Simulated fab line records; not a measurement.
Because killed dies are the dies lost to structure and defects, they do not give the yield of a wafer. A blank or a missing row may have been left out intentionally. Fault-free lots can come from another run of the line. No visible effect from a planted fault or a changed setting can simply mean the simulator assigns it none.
Which tool did it? ; flow nandHarc ; Sampling: 12 lots, 36 wafers, 4 of 1302 route steps

== WHAT EACH GAUGE READ, for each wafer ==
The record lacks any reading of a measuring or inspecting step that a usual standard deviation could be used to judge.

== TOOL THAT RAN EACH LOT (tool first, then ch and the chambers of the sampled wafers, then the start) ==
lot;NHARC_A_STAIRCASE_HM_OPEN_463;NHARC_A_STAIRCASE_DEP_325;NHARC_A_STAIRCASE_ETCH_444;NHARC_A_STAIRCASE_CMP_472
L228;rieDiel-09 ch 0,1,2, day 18 10:38 or earlier;pecvd-01 ch 1,2, day 18 10:38;rieDiel-13 ch 0,1,3, day 18 21:29;cmp-02 ch 1,2, day 19 03:26
L229;rieDiel-13 ch 1,2,3, day 18 22:47 or earlier;pecvd-01 ch 0,1, day 18 22:47;rieDiel-13 ch 0,1,2, day 19 09:48;cmp-03 ch 1,2, day 19 16:44
L230;rieDiel-13 ch 0,1, day 19 10:05 or earlier;pecvd-01 ch 0,1,2, day 19 10:05;rieDiel-06 ch 1,2, day 19 18:18;cmp-04 ch 2,3, day 20 01:01
L233;rieDiel-06 ch 0,2, day 20 03:36 or earlier;pecvd-02 ch 0,1, day 20 03:36;rieDiel-13 ch 1,2,3, day 20 14:50;cmp-04 ch 0,1, day 20 20:10
L235;rieDiel-06 ch 0,1,3, day 21 14:24 or earlier;pecvd-04 ch 0,2, day 21 14:24;rieDiel-06 ch 0,1,2, day 21 23:05;cmp-04 ch 0,1, day 22 05:55
L237;rieDiel-13 ch 0,1, day 22 14:01 or earlier;pecvd-02 ch 0,2, day 22 14:01;rieDiel-09 ch 1,2,3, day 23 02:46;cmp-03 ch 1,2, day 23 07:59
L238;rieDiel-09 ch 0,1,3, day 22 14:01 or earlier;pecvd-04 ch 0,1,2, day 22 14:01;rieDiel-06 ch 0,1,3, day 23 01:41;cmp-04 ch 1,3, day 23 07:52
L242;rieDiel-13 ch 0,2, day 24 17:17 or earlier;pecvd-02 ch 0,1,2, day 24 17:17;rieDiel-13 ch 0,1,3, day 25 03:54;cmp-03 ch 0,2, day 25 13:00
L246;rieDiel-06 ch 2,3, day 25 22:28 or earlier;pecvd-01 ch 0,2, day 25 22:28;rieDiel-06 ch 0,1, day 26 08:25;cmp-02 ch 0,1,3, day 26 15:08
L248;rieDiel-13 ch 1,2, day 27 03:32 or earlier;pecvd-01 ch 0,1,2, day 27 03:32;rieDiel-06 ch 0,2,3, day 27 16:41;cmp-04 ch 1,2,3, day 27 22:26
L249;rieDiel-06 ch 0,1,3, day 27 15:09 or earlier;pecvd-02 ch 0,2, day 27 15:09;rieDiel-13 ch 1,3, day 28 02:10;cmp-04 ch 1,2,3, day 28 08:56
L250;rieDiel-13 ch 0,3, day 28 03:01 or earlier;pecvd-04 ch 0,1,2, day 28 03:01;rieDiel-13 ch 1,2, day 28 12:12;cmp-04 ch 0,1,2, day 28 19:15
- NHARC_A_STAIRCASE_HM_OPEN_463: chemistry O2/COS.
- NHARC_A_STAIRCASE_DEP_325: deposits SiO2, target thk 7200 nm.
- NHARC_A_STAIRCASE_ETCH_444: etches the open film in C4F8/O2, target depth 20400 nm, time 6800 s.
- NHARC_A_STAIRCASE_CMP_472: polishes SiO2.

== WHAT THE TOOLS THEMSELVES READ (means of the sampled wafers that have a number; where no wafer has one, the mark that the record gives instead) ==
NHARC_A_STAIRCASE_HM_OPEN_463.
lot;tool;drypumpMotorCurrentA (A);oesProductAu (a.u.);rfFwdPowerW (W);rfVppV (V);showerheadPlenumPTorr (Torr);throttleValvePct (%)
L228;rieDiel-09;5.6;1.007;498.7;468.5;3.19;28.331
L229;rieDiel-13;5.6;0.998;500.0;467.5;3.12;28.329
L230;rieDiel-13;5.3;0.996;498.3;468.5;3.22;28.337
L233;rieDiel-06;5.6;0.991;498.1;468.8;3.20;28.327
L235;rieDiel-06;6.1;1.009;497.3;467.1;3.12;28.330
L237;rieDiel-13;5.2;0.989;500.5;468.8;3.20;28.325
L238;rieDiel-09;5.6;1.006;498.0;467.4;3.11;28.328
L242;rieDiel-13;5.1;0.991;499.7;470.3;3.25;28.324
L246;rieDiel-06;5.6;1.000;498.5;469.1;3.22;28.329
L248;rieDiel-13;5.3;0.990;498.9;468.0;3.16;28.334
L249;rieDiel-06;6.1;1.008;499.4;467.2;3.10;28.326
L250;rieDiel-13;5.9;0.992;499.3;465.5;3.05;28.336

NHARC_A_STAIRCASE_DEP_325.
lot;tool;heaterPowerW (W);rfFwdPowerW (W)
L228;pecvd-01;527;500.2
L229;pecvd-01;616;499.4
L230;pecvd-01;576;500.3
L233;pecvd-02;606;499.3
L235;pecvd-04;536;499.1
L237;pecvd-02;635;499.8
L238;pecvd-04;614;500.3
L242;pecvd-02;599;501.6
L246;pecvd-01;625;500.1
L248;pecvd-01;513;498.5
L249;pecvd-02;628;500.0
L250;pecvd-04;575;499.0

NHARC_A_STAIRCASE_ETCH_444.
lot;tool;oesProductAu (a.u.);rfFwdPowerW (W);rfVppV (V)
L228;rieDiel-13;0.925;601.2;808
L229;rieDiel-13;0.919;597.9;810
L230;rieDiel-06;0.914;599.6;813
L233;rieDiel-13;0.928;598.5;806
L235;rieDiel-06;0.945;599.1;810
L237;rieDiel-09;0.955;600.0;813
L238;rieDiel-06;0.942;598.7;807
L242;rieDiel-13;0.927;599.7;807
L246;rieDiel-06;0.706;359.5;807
L248;rieDiel-06;0.709;358.6;808
L249;rieDiel-13;0.916;599.9;802
L250;rieDiel-13;0.914;601.7;808

NHARC_A_STAIRCASE_CMP_472.
lot;tool;edgeZonePressureFrac;motorCurrentA (A);slurryFilterDpKPa (kPa)
L228;cmp-02;1.002;12.1;13.50
L229;cmp-03;1.003;12.0;13.47
L230;cmp-04;1.001;12.2;13.34
L233;cmp-04;1.001;11.7;13.47
L235;cmp-04;0.999;12.6;13.42
L237;cmp-03;1.006;11.7;13.43
L238;cmp-04;0.997;11.3;13.50
L242;cmp-03;1.000;10.4;13.45
L246;cmp-02;1.004;11.2;13.52
L248;cmp-04;0.996;11.6;13.45
L249;cmp-04;1.001;11.4;13.42
L250;cmp-04;1.003;12.4;13.55

== THE ANSWER, worked out from the rows above alone ==
Rule: the lots themselves supply what counts as usual. Put in order of their means at a reading, lots are off if they are a third of the lots or fewer, leave a main group of 4 or more, and stand apart from it by a gap of 3 or more times the standard deviation of the main group's means; of several such gaps the widest counts. A main group is skipped when, at the precision printed for the reading in the tables above, its means are all equal. Also off: a lot with no number at a reading for which 4 or more lots have one. Any other lot the step has rows for is counted as sound. First the gauges in route order, then the tools' own readings, where a lot's mean is used as printed above. At the first step where some lot is off, the reading lying furthest off is the one used; lots without a number count as furthest.
Off, at NHARC_A_STAIRCASE_ETCH_444 on rfFwdPowerW: L246, L248. The main group has a mean of 599.6 W with a standard deviation of 1.1.
If a tool, at that step or one of the process steps before it, ran each lot that is off and ran no sound lot following the first of them, it fits. NHARC_A_STAIRCASE_HM_OPEN_463: start missing for some lots; hours and lot order therefore follow NHARC_A_STAIRCASE_DEP_325. This does not decide it: 2 tools fit, namely pecvd-01 at NHARC_A_STAIRCASE_DEP_325 and rieDiel-06 at NHARC_A_STAIRCASE_ETCH_444.

== WHAT WAS PUT IN BY THE SIMULATOR ==
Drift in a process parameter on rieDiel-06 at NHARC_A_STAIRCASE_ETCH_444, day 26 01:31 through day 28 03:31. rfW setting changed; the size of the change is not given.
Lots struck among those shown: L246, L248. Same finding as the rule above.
